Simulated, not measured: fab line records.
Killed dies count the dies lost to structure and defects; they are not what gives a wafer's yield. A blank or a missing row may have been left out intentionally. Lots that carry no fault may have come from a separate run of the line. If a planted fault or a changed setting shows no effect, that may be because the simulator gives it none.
fab line records	flow nandHarc
record: lots: 24	wafers: 72	lastDay: 33
route steps=1302 shown A_CONTACT@1003
lots untouched by any fault: they come from a run of this same line in which no faults occurred
startH: the number of hours between the record's first day and the start of the first shown wafer of the lot	waitH: time in hours since the lot's previous step	" same as the row above	L1.1+2: several wafers, shown together as one row	- no value, or no start given	* or withheld: withheld	< > ~ a bound
route shown NAME@n: a module of which the file shows steps, and the number in the route of the first	usual: average and standard deviation across the fault-free wafers	same: alike in all rows	chamber/n: place in a boat	sites: each site's reading	_std_site: standard deviation of those values	_edge_site: inner sites' mean taken away from outer sites' mean	radiusMm: how far each site lies from the wafer's centre	mask NAME#n: copy n	behind: the tool/chamber that last shaped the wafer	hold: the reason the lot was held/the length of the hold in hours/how it ended	device: whichever transistor did not switch (one of n, p or np)	end of line: the same wafers' tests at the end of the route	where a step has no rows: the recipe by itself	killed: the dies lost at the first sort to structure and to defects; this is not the yield of the wafer	map: shows each die of a wafer: x if killed, . if not, _ if none is there
set.NAME: the setting as run; set.NAME@STEP: as run at that earlier step	model.NAME: the simulator's own value behind a step, which no gauge read
route steps across a sampled set of lots; one table per step, one row per wafer
services: the hour from which a tool's chamber was out of use, counted from the record's first day as startH (under 0 if before that day), plus the number of hours and why
== steps ==
step: NHARC_A_CONTACT_ETCH_50
recipe: targetDepthA: 1210	timeS: 60.5	cf4FlowSccm: 100	chf3FlowSccm: 30	arFlowSccm: 0	rfW: 500	biasW: 200	chemistry: CF4/CHF3
usual: drypumpMotorCurrentA: 5.8/0.42	oesProductAu: 0.960/0.019	rfVppV: 370.5/2.8	showerheadPlenumPTorr: 1.57/0.076	throttleValvePct: 16.802/0.01
lot.wafer	tool	chamber	startH	waitH	drypumpMotorCurrentA	oesProductAu	rfHoursCounterH	rfVppV	showerheadPlenumPTorr	throttleValvePct
L074.4	rieDiel-01	3	-	-	5.1	0.957	20	367.9	1.47	16.791
L074.1	"	0	"	"	6.2	0.943	19	372.4	1.62	16.804
L074.2	"	1	"	"	5.4	0.966	21	374.7	1.69	16.784
L075.4	rieDiel-01	3	-	-	5.1	0.963	21	366.9	1.47	16.792
L075.3	"	0	"	"	6.3	0.962	19	372.8	1.62	16.795
L075.1	"	1	"	"	5.4	0.965	22	375.8	1.69	16.797
L076.2	rieDiel-01	2	-	-	5.9	0.953	26	367.4	1.52	16.799
L076.3	"	3	"	"	5.1	0.976	24	367.8	1.47	16.800
L076.4	"	0	"	"	6.3	0.975	22	372.5	1.62	16.820
L077.1	rieDiel-01	1	-	-	5.4	0.972	29	374.2	1.69	16.821
L077.5	"	1	"	"	5.4	0.975	-	374.7	1.69	16.804
L077.6	"	2	"	"	5.9	0.946	-	368.9	1.52	16.785
L078.4	rieDiel-01	2	-	-	5.9	0.923	31	370.1	1.52	16.808
L078.2	"	3	"	"	5.2	0.939	28	365.3	1.46	16.812
L078.3	"	0	"	"	6.3	0.953	26	372.3	1.62	16.793
L079.3	rieDiel-01	2	-	-	5.9	0.944	35	369.0	1.52	16.818
L079.6	"	2	"	"	5.9	0.945	-	369.3	1.52	16.823
L079.5	"	3	"	"	5.2	0.974	-	369.0	1.46	16.796
L080.1	rieDiel-13	3	-	-	6.6	0.949	5	371.5	1.58	16.799
L080.2	"	0	"	"	5.4	0.978	5	367.4	1.53	16.818
L080.5	"	1	"	"	5.6	0.978	-	369.9	1.56	16.807
L083.1	rieDiel-13	0	-	-	5.4	0.976	11	368.2	1.52	16.793
L083.4	"	2	"	"	6.3	0.974	-	367.5	1.49	16.794
L083.5	"	0	"	"	5.4	0.978	-	368.2	1.53	16.811
L081.3	rieDiel-13	3	-	-	6.6	0.952	13	372.5	1.58	16.790
L081.5	"	2	"	"	6.2	0.963	-	368.6	1.49	16.807
L081.4	"	3	"	"	6.6	0.957	-	373.7	1.58	16.792
L082.1	rieDiel-03	1	-	-	5.9	0.984	17	372.8	1.65	16.801
L082.2	"	0	"	"	6.0	0.970	16	370.4	1.55	16.811
L082.6	"	1	"	"	5.9	0.993	-	373.3	1.65	16.805
L084.3	rieDiel-03	0	-	-	5.9	0.990	25	370.1	1.55	16.791
L084.2	"	3	"	"	5.8	0.993	22	370.6	1.60	16.805
L084.6	"	0	"	"	6.0	0.982	-	371.1	1.55	16.795
L085.3	rieDiel-13	2	-	-	6.2	0.933	24	367.1	1.49	16.796
L085.1	"	1	"	"	5.6	0.923	14	369.9	1.56	16.795
L085.6	"	2	"	"	6.2	0.943	-	369.6	1.49	16.808
L087.3	rieDiel-03	2	-	-	6.1	0.946	30	374.1	1.69	16.793
L087.2	"	0	"	"	5.9	0.939	33	371.9	1.54	16.800
L087.6	"	2	"	"	6.1	0.940	-	374.2	1.69	16.792
L086.4	rieDiel-03	1	-	-	5.9	0.956	36	372.9	1.65	16.805
L086.2	"	2	"	"	6.1	0.959	31	375.0	1.69	16.815
L086.3	"	3	"	"	5.8	0.958	29	371.4	1.60	16.808
L089.3	rieDiel-01	3	-	-	5.1	0.965	8	365.6	1.46	16.812
L089.5	"	2	"	"	5.9	0.971	-	368.4	1.52	16.806
L089.6	"	0	"	"	6.3	0.974	-	372.0	1.62	16.794
L088.3	rieDiel-01	0	-	-	6.2	0.975	9	371.4	1.62	16.814
L088.6	"	3	"	"	5.2	0.959	-	366.8	1.46	16.821
L088.4	"	2	"	"	5.9	0.952	-	367.6	1.52	16.793
L090.1	rieDiel-01	3	-	-	5.2	0.957	14	366.2	1.46	16.797
L090.3	"	0	"	"	6.3	0.977	14	372.2	1.61	16.811
L090.2	"	1	"	"	5.5	0.955	7	376.4	1.69	16.790
L091.3	rieDiel-03	1	-	-	5.9	0.935	50	372.8	1.64	16.795
L091.2	"	0	"	"	5.9	0.936	51	369.9	1.54	16.789
L091.6	"	2	"	"	6.1	0.936	-	373.3	1.69	16.808
L093.3	rieDiel-01	2	-	-	5.9	0.964	18	367.8	1.51	16.782
L093.2	"	0	"	"	6.3	0.999	16	372.6	1.61	16.810
L093.5	"	2	"	"	5.9	0.958	-	369.1	1.51	16.801
L092.3	rieDiel-13	1	-	-	5.6	0.933	44	371.1	1.55	16.800
L092.4	"	2	"	"	6.2	0.934	54	368.4	1.48	16.803
L092.5	"	1	"	"	5.6	0.932	-	370.8	1.55	16.794
L095.3	rieDiel-01	2	-	-	5.9	0.957	21	369.3	1.51	16.795
L095.6	"	0	"	"	6.3	0.953	-	372.9	1.61	16.809
L095.5	"	1	"	"	5.4	0.963	-	372.1	1.69	16.804
L094.3	rieDiel-13	3	-	-	6.5	0.959	62	370.9	1.57	16.807
L094.4	"	0	"	"	5.4	0.946	60	369.3	1.51	16.802
L094.1	"	1	"	"	5.6	0.947	51	368.9	1.55	16.795
L096.3	rieDiel-01	2	-	-	5.9	0.952	26	368.1	1.51	16.809
L096.1	"	3	"	"	5.2	0.999	24	364.4	1.46	16.781
L096.5	"	3	"	"	5.2	0.997	-	367.4	1.46	16.803
L097.3	rieDiel-03	3	-	-	5.8	0.970	5	370.2	1.59	16.805
L097.2	"	1	"	"	5.9	0.973	5	372.4	1.64	16.798
L097.4	"	2	"	"	6.1	0.967	4	374.4	1.68	16.806
step: NHARC_A_CONTACT_ETCH_116
recipe: sourceW: withheld	pressureMtorr: 20	biasV: 3000	timeS: 190	targetDepthA: 18500	arFlowSccm: withheld	c4f8FlowSccm: withheld	o2FlowSccm: withheld	chemistry: C4F8/O2/Ar
lot.wafer	tool	chamber	startH	waitH	rfHoursCounterH
L074.2	harCapEtch-01	0	495.93	0.1	125
L074.1	"	1	"	"	125
L074.4	"	1	"	"	-
L075.1	harCapEtch-02	0	499.10	0.1	83
L075.4	"	0	"	"	-
L075.3	"	1	"	"	-
L076.2	harCapEtch-02	0	510.71	0.2	87
L076.4	"	0	"	"	-
L076.3	"	1	"	"	-
L077.1	harCapEtch-03	1	524.14	0.1	46
L077.6	"	0	"	"	-
L077.5	"	1	"	"	-
L078.2	harCapEtch-02	1	525.66	0.1	93
L078.3	"	1	"	"	-
L078.4	"	0	"	"	-
L079.3	harCapEtch-02	0	547.14	0.1	-
L079.5	"	1	"	"	-
L079.6	"	0	"	"	-
L080.2	harCapEtch-01	1	547.97	0.1	5
L080.1	"	0	"	"	5
L080.5	"	1	"	"	-
L083.1	harCapEtch-01	0	566.30	0.1	8
L083.4	"	0	"	"	-
L083.5	"	1	"	"	-
L081.3	harCapEtch-03	0	568.49	0.1	-
L081.4	"	1	"	"	-
L081.5	"	1	"	"	-
L082.2	harCapEtch-02	0	571.96	0.1	102
L082.1	"	1	"	"	102
L082.6	"	1	"	"	-
L084.2	harCapEtch-03	1	589.07	0.1	57
L084.3	"	1	"	"	-
L084.6	"	1	"	"	-
L085.1	harCapEtch-01	1	589.25	0.1	13
L085.3	"	0	"	"	-
L085.6	"	0	"	"	-
L087.2	harCapEtch-02	0	618.13	0.1	111
L087.3	"	1	"	"	-
L087.6	"	1	"	"	-
L086.2	harCapEtch-03	1	619.33	0.1	62
L086.4	"	0	"	"	-
L086.3	"	1	"	"	-
L089.3	harCapEtch-03	0	634.68	0.2	-
L089.6	"	1	"	"	-
L089.5	"	0	"	"	-
L088.4	harCapEtch-01	0	637.68	0.1	-
L088.3	"	1	"	"	-
L088.6	"	0	"	"	-
L090.2	harCapEtch-01	0	663.68	0.1	24
L090.1	"	1	"	"	24
L090.3	"	1	"	"	-
L091.2	harCapEtch-03	0	664.07	0.2	70
L091.3	"	0	"	"	-
L091.6	"	1	"	"	-
L093.2	harCapEtch-03	1	680.72	0.2	72
L093.3	"	1	"	"	-
L093.5	"	0	"	"	-
L092.3	harCapEtch-01	0	684.67	0.1	-
L092.4	"	1	"	"	-
L092.5	"	1	"	"	-
L095.3	harCapEtch-03	1	698.77	0.2	-
L095.6	"	0	"	"	-
L095.5	"	1	"	"	-
L094.1	harCapEtch-02	0	699.34	0.1	124
L094.3	"	1	"	"	-
L094.4	"	0	"	"	-
L096.1	harCapEtch-03	1	713.68	0.2	79
L096.3	"	0	"	"	-
L096.5	"	0	"	"	-
L097.2	harCapEtch-02	0	724.75	0.1	129
L097.3	"	0	"	"	-
L097.4	"	1	"	"	-
step: NHARC_A_CONTACT_ETCH_119
recipe: sourceW: withheld	pressureMtorr: 20	biasV: 3000	timeS: 190	targetDepthA: 18500	arFlowSccm: withheld	c4f8FlowSccm: withheld	o2FlowSccm: withheld	chemistry: C4F8/O2/Ar
lot.wafer	tool	chamber	startH	waitH	rfHoursCounterH
L074.2	harCapEtch-01	0	496.44	0.1	126
L074.1	"	1	"	"	126
L074.4	"	1	"	"	-
L075.1	harCapEtch-02	0	499.61	0.1	84
L075.4	"	0	"	"	-
L075.3	"	1	"	"	-
L076.2	harCapEtch-02	0	511.22	0.1	88
L076.4	"	0	"	"	-
L076.3	"	1	"	"	-
L077.1	harCapEtch-03	1	524.65	0.1	47
L077.6	"	0	"	"	-
L077.5	"	1	"	"	-
L078.2	harCapEtch-02	1	526.17	0.1	93
L078.3	"	1	"	"	-
L078.4	"	0	"	"	-
L079.3	harCapEtch-02	0	547.65	0.1	-
L079.5	"	1	"	"	-
L079.6	"	0	"	"	-
L080.2	harCapEtch-01	1	548.48	0.1	6
L080.1	"	0	"	"	6
L080.5	"	1	"	"	-
L083.1	harCapEtch-01	0	566.81	0.1	8
L083.4	"	0	"	"	-
L083.5	"	1	"	"	-
L081.3	harCapEtch-03	0	569.00	0.1	-
L081.4	"	1	"	"	-
L081.5	"	1	"	"	-
L082.2	harCapEtch-02	0	572.47	0.1	103
L082.1	"	1	"	"	103
L082.6	"	1	"	"	-
L084.2	harCapEtch-03	1	589.58	0.1	58
L084.3	"	1	"	"	-
L084.6	"	1	"	"	-
L085.1	harCapEtch-01	1	589.77	0.1	13
L085.3	"	0	"	"	-
L085.6	"	0	"	"	-
L087.2	harCapEtch-02	0	618.64	0.1	111
L087.3	"	1	"	"	-
L087.6	"	1	"	"	-
L086.2	harCapEtch-03	1	619.84	0.1	63
L086.4	"	0	"	"	-
L086.3	"	1	"	"	-
L089.3	harCapEtch-03	0	635.36	0.2	-
L089.6	"	1	"	"	-
L089.5	"	0	"	"	-
L088.4	harCapEtch-01	0	638.19	0.1	-
L088.3	"	1	"	"	-
L088.6	"	0	"	"	-
L090.2	harCapEtch-01	0	664.19	0.1	25
L090.1	"	1	"	"	25
L090.3	"	1	"	"	-
L091.2	harCapEtch-03	0	664.76	0.2	70
L091.3	"	0	"	"	-
L091.6	"	1	"	"	-
L093.2	harCapEtch-03	1	681.40	0.2	72
L093.3	"	1	"	"	-
L093.5	"	0	"	"	-
L092.3	harCapEtch-01	0	685.18	0.1	-
L092.4	"	1	"	"	-
L092.5	"	1	"	"	-
L095.3	harCapEtch-03	1	699.45	0.2	-
L095.6	"	0	"	"	-
L095.5	"	1	"	"	-
L094.1	harCapEtch-02	0	699.85	0.1	125
L094.3	"	1	"	"	-
L094.4	"	0	"	"	-
L096.1	harCapEtch-03	1	714.37	0.2	80
L096.3	"	0	"	"	-
L096.5	"	0	"	"	-
L097.2	harCapEtch-02	0	725.27	0.1	130
L097.3	"	0	"	"	-
L097.4	"	1	"	"	-
step: NHARC_A_CONTACT_CD_MEAS_69
recipe: targetCdNm: 300	landingEnergyEv: 500
usual: cdNm: 300.1/0.57
lot.wafer	tool	chamber	startH	waitH	cdNm
L074.1	cdSem-01	0	503.69	-	300.6
L074.2	"	0	"	"	299.7
L074.4	"	0	"	"	300.7
L075.1	cdSem-01	0	510.59	-	300.1
L075.3	"	0	"	"	299.7
L075.4	"	0	"	"	299.4
L076.2	cdSem-03	0	518.03	-	299.3
L076.3	"	0	"	"	299.1
L076.4	"	0	"	"	300.1
L077.1	cdSem-03	0	531.54	-	300.3
L077.5	"	0	"	"	300.3
L077.6	"	0	"	"	300.6
L078.2	cdSem-02	0	534.01	-	299.7
L078.3	"	0	"	"	300.3
L078.4	"	0	"	"	299.7
L079.3	cdSem-02	0	554.61	-	298.9
L079.5	"	0	"	"	299.9
L079.6	"	0	"	"	300.3
L080.1	cdSem-03	0	555.29	-	299.7
L080.2	"	0	"	"	299.3
L080.5	"	0	"	"	299.9
L083.1	cdSem-02	0	578.42	-	300.8
L083.4	"	0	"	"	301.1
L083.5	"	0	"	"	299.9
L081.3	cdSem-01	0	578.58	-	300.2
L081.4	"	0	"	"	300.2
L081.5	"	0	"	"	300.6
L082.1	cdSem-02	0	579.34	-	299.6
L082.2	"	0	"	"	300.4
L082.6	"	0	"	"	300.2
L084.2	cdSem-02	0	596.37	-	300.4
L084.3	"	0	"	"	301.1
L084.6	"	0	"	"	300.2
L085.1	cdSem-01	0	596.69	-	299.9
L085.3	"	0	"	"	298.7
L085.6	"	0	"	"	299.7
L087.2	cdSem-03	0	627.62	-	299.2
L087.3	"	0	"	"	300.1
L087.6	"	0	"	"	299.8
L086.2	cdSem-03	0	628.63	-	300.2
L086.3	"	0	"	"	299.5
L086.4	"	0	"	"	300.2
L089.3	cdSem-03	0	642.40	-	299.5
L089.5	"	0	"	"	300.3
L089.6	"	0	"	"	300.1
L088.3	cdSem-01	0	645.78	-	300.1
L088.4	"	0	"	"	298.7
L088.6	"	0	"	"	300.4
L090.1	cdSem-01	0	671.01	-	299.9
L090.2	"	0	"	"	301.5
L090.3	"	0	"	"	300.7
L091.2	cdSem-03	0	673.39	-	300.2
L091.3	"	0	"	"	300.1
L091.6	"	0	"	"	299.9
L093.2	cdSem-02	0	688.85	-	300.7
L093.3	"	0	"	"	300.6
L093.5	"	0	"	"	299.4
L092.3	cdSem-03	0	691.93	-	300.6
L092.4	"	0	"	"	299.4
L092.5	"	0	"	"	300.6
L095.3	cdSem-02	0	706.72	-	300.7
L095.5	"	0	"	"	299.4
L095.6	"	0	"	"	300.6
L094.1	cdSem-01	0	706.87	-	300.6
L094.3	"	0	"	"	299.4
L094.4	"	0	"	"	300.5
L096.1	cdSem-03	0	721.54	-	301.5
L096.3	"	0	"	"	300.8
L096.5	"	0	"	"	300.1
L097.2	cdSem-03	0	735.76	-	300.3
L097.3	"	0	"	"	300.4
L097.4	"	0	"	"	299.7
step: NHARC_A_CONTACT_DESCUM_74
recipe: timeS: 3	o2FlowSccm: 200	arFlowSccm: 0	biasPowerW: 0	chemistry: O2
usual: drypumpMotorCurrentA: 5.8/0.42	oesProductAu: 1.002/0.012	rfVppV: 57.7/0.94	showerheadPlenumPTorr: 1.90/0.099	throttleValvePct: 11.311/0.008
same: biasPowerW: 0
lot.wafer	tool	chamber	startH	waitH	drypumpMotorCurrentA	oesProductAu	rfHoursCounterH	rfVppV	showerheadPlenumPTorr	throttleValvePct
L074.2	rieDiel-01	3	503.88	0.1	5.2	1.010	23	57.1	1.77	11.323
L074.4	"	1	"	"	5.4	0.992	24	58.6	2.07	11.318
L074.1	"	2	"	"	5.9	0.990	24	58.2	1.85	11.296
L075.4	rieDiel-03	2	510.77	0.1	6.1	1.001	59	56.9	1.76	11.311
L075.3	"	3	"	"	5.8	1.020	54	55.6	1.96	11.308
L075.1	"	1	"	"	5.9	0.998	57	58.2	2.02	11.308
L076.3	rieDiel-01	3	518.24	0.1	5.2	0.982	26	56.3	1.77	11.318
L076.2	"	1	"	"	5.4	0.980	27	59.0	2.07	11.331
L076.4	"	2	"	"	5.9	0.987	27	59.0	1.85	11.324
L077.1	rieDiel-01	3	531.74	0.1	5.2	0.994	30	58.1	1.77	11.305
L077.5	"	2	"	"	5.9	0.989	-	56.7	1.84	11.315
L077.6	"	3	"	"	5.2	0.988	-	57.5	1.77	11.318
L078.3	rieDiel-01	0	534.19	0.1	6.3	1.010	29	58.0	1.97	11.305
L078.2	"	2	"	"	5.9	0.976	33	57.0	1.84	11.305
L078.4	"	3	"	"	5.2	0.991	31	57.7	1.77	11.306
L079.3	rieDiel-01	3	554.80	0.1	5.1	0.997	36	57.6	1.77	11.327
L079.5	"	2	"	"	5.9	0.984	-	56.2	1.84	11.306
L079.6	"	3	"	"	5.1	0.995	-	57.6	1.77	11.314
L080.1	rieDiel-03	2	555.49	0.1	6.1	1.012	11	57.6	2.07	11.304
L080.2	"	0	"	"	6.0	1.015	12	57.0	1.88	11.317
L080.5	"	1	"	"	5.9	1.005	-	57.1	2.01	11.311
L083.1	rieDiel-01	1	578.62	0.1	5.5	0.991	1	57.6	2.06	11.324
L083.4	"	2	"	"	5.9	0.997	1	58.5	1.84	11.323
L083.5	"	0	"	"	6.3	1.018	-	58.6	1.97	11.311
L081.4	rieDiel-13	3	578.76	0.1	6.6	1.003	20	56.4	1.92	11.315
L081.3	"	1	"	"	5.6	1.004	11	58.6	1.90	11.306
L081.5	"	0	"	"	5.4	0.993	-	56.7	1.85	11.303
L082.2	rieDiel-03	3	579.52	0.1	5.8	1.012	19	57.6	1.95	11.296
L082.1	"	0	"	"	6.0	1.027	23	57.0	1.88	11.306
L082.6	"	3	"	"	5.8	1.003	-	58.0	1.95	11.314
L084.3	rieDiel-01	2	596.55	0.1	5.9	0.994	4	56.9	1.84	11.312
L084.2	"	3	"	"	5.2	1.005	4	55.8	1.77	11.317
L084.6	"	2	"	"	5.9	0.986	-	57.3	1.84	11.305
L085.1	rieDiel-03	1	596.89	0.1	6.0	1.009	29	59.0	2.01	11.301
L085.3	"	3	"	"	5.8	1.013	24	57.1	1.95	11.300
L085.6	"	1	"	"	6.0	1.006	-	59.3	2.01	11.315
L087.3	rieDiel-01	1	627.81	0.1	5.4	0.990	7	58.6	2.06	11.318
L087.2	"	3	"	"	5.1	1.004	7	58.4	1.77	11.299
L087.6	"	2	"	"	5.9	0.995	-	57.5	1.84	11.302
L086.2	rieDiel-13	2	628.82	0.1	6.2	1.017	36	56.2	1.81	11.300
L086.3	"	3	"	"	6.5	1.001	35	57.1	1.92	11.309
L086.4	"	2	"	"	6.2	1.026	-	57.6	1.80	11.307
L089.3	rieDiel-01	3	642.59	0.1	5.1	0.998	11	58.6	1.77	11.316
L089.6	"	2	"	"	5.9	1.006	-	58.1	1.84	11.310
L089.5	"	3	"	"	5.2	0.995	-	55.0	1.77	11.310
L088.3	rieDiel-01	2	645.97	0.1	5.9	1.004	12	56.2	1.84	11.315
L088.6	"	0	"	"	6.3	1.013	-	57.8	1.97	11.302
L088.4	"	2	"	"	5.9	1.009	-	58.3	1.84	11.310
L090.3	rieDiel-13	1	671.20	0.1	5.6	1.005	40	57.8	1.89	11.312
L090.1	"	2	"	"	6.2	1.019	51	57.4	1.80	11.328
L090.2	"	0	"	"	5.4	1.012	50	58.6	1.84	11.306
L091.2	rieDiel-01	1	673.57	0.1	5.5	0.986	8	58.0	2.06	11.316
L091.3	"	0	"	"	6.3	1.011	15	57.2	1.97	11.319
L091.6	"	1	"	"	5.4	0.984	-	57.8	2.06	11.321
L093.2	rieDiel-13	3	689.03	0.1	6.5	1.001	57	58.8	1.91	11.308
L093.3	"	0	"	"	5.4	1.008	55	56.5	1.84	11.297
L093.5	"	0	"	"	5.4	1.011	-	56.6	1.84	11.316
L092.3	rieDiel-01	1	692.13	0.1	5.4	0.989	11	58.2	2.06	11.307
L092.4	"	3	"	"	5.2	1.007	18	57.4	1.76	11.311
L092.5	"	2	"	"	5.9	0.988	-	57.3	1.84	11.306
L095.3	rieDiel-01	3	706.92	0.1	5.1	1.009	23	57.5	1.76	11.309
L095.5	"	1	"	"	5.4	1.005	-	58.0	2.06	11.318
L095.6	"	2	"	"	5.9	0.984	-	59.1	1.84	11.307
L094.4	rieDiel-13	3	707.05	0.1	6.6	0.986	0	57.1	1.91	11.312
L094.3	"	0	"	"	5.4	0.994	0	56.6	1.84	11.323
L094.1	"	1	"	"	5.6	1.016	0	57.0	1.88	11.292
L096.3	rieDiel-01	1	721.73	0.1	5.4	0.993	19	60.0	2.06	11.316
L096.1	"	3	"	"	5.2	1.009	26	55.8	1.76	11.311
L096.5	"	2	"	"	5.9	0.987	-	58.6	1.83	11.321
L097.4	rieDiel-03	3	735.95	0.1	5.8	1.003	8	56.2	1.93	11.305
L097.3	"	1	"	"	5.9	0.991	8	57.8	1.99	11.307
L097.2	"	2	"	"	6.1	0.993	7	56.3	2.05	11.316
step: NHARC_A_CONTACT_ETCH_75
recipe: targetDepthA: 390	overEtchFrac: 0.3	timeS: 65	ionEnergyEv: 80	cf4FlowSccm: 150	arFlowSccm: 0	rfW: 300	biasW: 100	chemistry: CF4
usual: drypumpMotorCurrentA: 5.8/0.42	oesProductAu: 1.003/0.014	rfVppV: 151.2/1.4	showerheadPlenumPTorr: 1.76/0.085	throttleValvePct: 13.284/0.0093
lot.wafer	tool	chamber	startH	waitH	drypumpMotorCurrentA	oesProductAu	rfHoursCounterH	rfVppV	showerheadPlenumPTorr	throttleValvePct
L074.1	rieDiel-01	2	503.96	0.1	5.9	0.991	24	149.8	1.71	13.290
L074.2	"	3	"	"	5.1	1.000	23	150.2	1.65	13.289
L074.4	"	0	"	"	6.3	1.014	21	151.6	1.82	13.297
L075.1	rieDiel-03	1	510.86	0.1	6.0	1.003	57	153.3	1.86	13.275
L075.3	"	2	"	"	6.1	1.012	59	150.3	1.64	13.267
L075.4	"	3	"	"	5.8	1.011	54	152.5	1.81	13.290
L076.3	rieDiel-01	2	518.34	0.1	5.9	0.973	27	150.4	1.71	13.294
L076.2	"	3	"	"	5.2	0.990	26	149.7	1.65	13.292
L076.4	"	1	"	"	5.4	0.988	27	152.6	1.90	13.287
L077.1	rieDiel-01	1	531.83	0.1	5.4	0.995	31	152.3	1.90	13.289
L077.5	"	2	"	"	5.9	0.981	-	151.9	1.71	13.288
L077.6	"	3	"	"	5.2	0.994	-	149.5	1.65	13.268
L078.4	rieDiel-01	3	534.28	0.1	5.2	0.995	31	149.7	1.65	13.270
L078.2	"	1	"	"	5.5	0.985	32	154.0	1.90	13.292
L078.3	"	2	"	"	5.9	0.968	33	150.9	1.71	13.290
L079.3	rieDiel-01	2	554.88	0.1	5.9	0.973	36	150.9	1.71	13.285
L079.6	"	1	"	"	5.4	0.976	-	153.8	1.90	13.282
L079.5	"	2	"	"	5.9	0.973	-	149.6	1.71	13.270
L080.2	rieDiel-03	2	555.56	0.1	6.1	1.018	11	152.7	1.91	13.288
L080.1	"	3	"	"	5.8	1.014	11	150.5	1.80	13.274
L080.5	"	2	"	"	6.1	1.007	-	152.9	1.90	13.292
L083.4	rieDiel-01	0	578.70	0.1	6.2	1.014	1	152.4	1.82	13.291
L083.1	"	1	"	"	5.4	0.986	1	154.5	1.90	13.283
L083.5	"	3	"	"	5.1	1.013	-	151.6	1.65	13.295
L081.3	rieDiel-13	2	578.86	0.1	6.2	1.009	22	150.5	1.68	13.271
L081.4	"	3	"	"	6.5	0.991	21	150.9	1.78	13.293
L081.5	"	0	"	"	5.4	0.999	-	149.8	1.71	13.286
L082.2	rieDiel-03	1	579.64	0.1	5.9	1.014	24	151.7	1.85	13.281
L082.1	"	3	"	"	5.8	1.013	19	154.6	1.80	13.296
L082.6	"	1	"	"	6.0	1.026	-	153.3	1.85	13.298
L084.2	rieDiel-01	3	596.64	0.1	5.2	1.004	4	148.1	1.64	13.278
L084.3	"	1	"	"	5.4	0.988	4	152.0	1.90	13.273
L084.6	"	3	"	"	5.1	1.009	-	151.1	1.65	13.284
L085.1	rieDiel-03	0	597.09	0.2	6.0	1.020	29	149.1	1.74	13.285
L085.3	"	1	"	"	5.9	1.003	29	152.5	1.85	13.276
L085.6	"	0	"	"	6.0	1.014	-	149.5	1.74	13.277
L087.2	rieDiel-01	0	627.89	0.1	6.3	1.019	6	151.0	1.82	13.295
L087.3	"	3	"	"	5.2	1.013	7	147.8	1.64	13.290
L087.6	"	0	"	"	6.3	1.022	-	152.8	1.82	13.291
L086.2	rieDiel-13	0	628.92	0.1	5.4	1.014	34	152.0	1.71	13.282
L086.3	"	2	"	"	6.3	1.025	36	150.9	1.68	13.301
L086.4	"	0	"	"	5.3	1.000	-	150.8	1.71	13.282
L089.3	rieDiel-01	0	642.70	0.1	6.3	1.014	10	152.0	1.81	13.293
L089.6	"	3	"	"	5.1	1.001	-	150.5	1.64	13.278
L089.5	"	0	"	"	6.3	1.023	-	150.5	1.82	13.265
L088.3	rieDiel-01	2	646.06	0.1	5.9	0.991	12	151.7	1.70	13.290
L088.6	"	3	"	"	5.2	0.997	-	148.7	1.64	13.271
L088.4	"	0	"	"	6.3	1.013	-	150.7	1.81	13.281
L090.2	rieDiel-13	0	671.28	0.1	5.4	1.009	50	150.7	1.70	13.276
L090.1	"	1	"	"	5.6	1.017	40	149.1	1.75	13.290
L090.3	"	3	"	"	6.6	0.994	52	151.0	1.77	13.275
L091.2	rieDiel-01	3	673.66	0.1	5.2	1.007	16	148.8	1.64	13.277
L091.3	"	0	"	"	6.3	1.022	15	151.1	1.81	13.296
L091.6	"	3	"	"	5.1	1.011	-	148.6	1.64	13.295
L093.3	rieDiel-13	0	689.12	0.1	5.4	1.008	55	149.5	1.70	13.285
L093.2	"	2	"	"	6.2	1.020	58	150.2	1.67	13.288
L093.5	"	3	"	"	6.6	1.006	-	150.9	1.77	13.305
L092.3	rieDiel-01	3	692.21	0.1	5.1	1.018	18	148.8	1.64	13.297
L092.4	"	0	"	"	6.2	1.009	17	151.6	1.81	13.298
L092.5	"	0	"	"	6.3	1.022	-	152.6	1.81	13.301
L095.3	rieDiel-01	1	707.00	0.1	5.4	0.984	16	153.0	1.89	13.275
L095.5	"	3	"	"	5.2	1.013	-	150.1	1.64	13.268
L095.6	"	0	"	"	6.3	1.007	-	151.4	1.81	13.273
L094.1	rieDiel-13	0	707.14	0.1	5.4	1.008	0	150.5	1.70	13.272
L094.4	"	2	"	"	6.2	1.017	0	150.3	1.67	13.279
L094.3	"	3	"	"	6.5	0.969	0	150.9	1.76	13.274
L096.1	rieDiel-01	1	721.81	0.1	5.4	0.978	19	153.0	1.89	13.280
L096.3	"	0	"	"	6.3	1.011	25	153.7	1.81	13.272
L096.5	"	1	"	"	5.4	0.985	-	151.5	1.89	13.283
L097.4	rieDiel-03	0	736.03	0.1	6.0	1.006	9	151.6	1.73	13.278
L097.3	"	1	"	"	6.0	0.977	8	152.6	1.84	13.276
L097.2	"	3	"	"	5.8	1.004	8	151.4	1.79	13.290
== services ==
tool	chamber	startH	hours	kind
rieDiel-01	0	484.88	6.7	repair
rieDiel-01	1	487.95	-	clean
rieDiel-01	2	487.95	-	clean
rieDiel-01	3	487.95	-	clean
harCapEtch-01	-	490.05	1.6	repair
harCapEtch-01	-	497.64	17.0	pm
rieDiel-01	0	512.45	-	clean
rieDiel-01	1	512.45	-	clean
rieDiel-01	2	512.45	-	clean
rieDiel-01	3	512.45	-	clean
rieDiel-03	-	515.03	9.0	pm
rieDiel-13	-	519.98	9.0	pm
rieDiel-01	-	557.95	9.0	pm
rieDiel-13	1	560.85	12.8	repair
rieDiel-13	0	610.55	8.2	repair
rieDiel-13	1	628.30	5.6	repair
rieDiel-01	-	636.88	0.2	repair
harCapEtch-01	-	646.29	0.3	repair
rieDiel-01	1	656.12	5.1	repair
harCapEtch-01	-	686.42	0.4	repair
rieDiel-03	-	692.03	9.0	pm
rieDiel-13	-	697.05	9.0	pm
rieDiel-01	0	729.22	4.8	repair
rieDiel-01	-	734.95	9.0	pm
== key ==
fault none
